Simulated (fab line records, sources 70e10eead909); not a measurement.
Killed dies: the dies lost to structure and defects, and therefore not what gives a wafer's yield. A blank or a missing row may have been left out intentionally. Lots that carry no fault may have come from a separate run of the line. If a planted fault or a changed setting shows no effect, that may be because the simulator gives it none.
Chamber matching ; flow nand_harc ; cmp-02 running NHARC_P_M1_CMP_23: 4 sister chambers
The step polishes, t overpolish 20 s, target thk 157.82 nm. 4 wafers are shown with their chamber, then 7 later ones without.

WAFERS PAIRED WITH THEIR CHAMBERS
wafer;chamber;motor_current_A (A)
L088.3;1;13.2
L088.6;3;12.2
L089.2;2;12.6
L089.3;0;12.3

WAFERS WITH NO CHAMBER GIVEN
wafer;motor_current_A (A)
L089.5;12.3
L090.1;12.1
L090.4;12.8
L090.5;12.2
L095.3;12.9
L095.5;12.0
L095.6;12.3

THE CHAMBER EACH PASSED THROUGH
wafer;from the rows above;in truth
L089.5;can't be placed: 0 or 3 or 2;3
L090.1;can't be placed: 3 or 0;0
L090.4;can't be placed: 2 or 1 or 0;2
L090.5;can't be placed: 3 or 0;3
L095.3;can't be placed: 1 or 2 or 0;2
L095.5;can't be placed: 3 or 0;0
L095.6;can't be placed: 0 or 3 or 2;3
Correctly placed: 0 of 7. Can't be placed from these rows: 7 (the true chamber is among the candidates in 7). 0 placed wrongly.
How it was worked out, from the rows above alone: a wafer's distance from a chamber is the root of the sum, over the readings, of the square of ((its reading less the chamber's mean) divided by the reading's scatter). If the next closest chamber is less than 2 further off than the closest, the wafer can't be placed; otherwise it belongs to the closest. For every chamber, the mean is computed from those of its wafers that are shown. The scatter: root of mean squared gap, hidden wafer to nearest shown wafer, with one shown wafer a chamber.
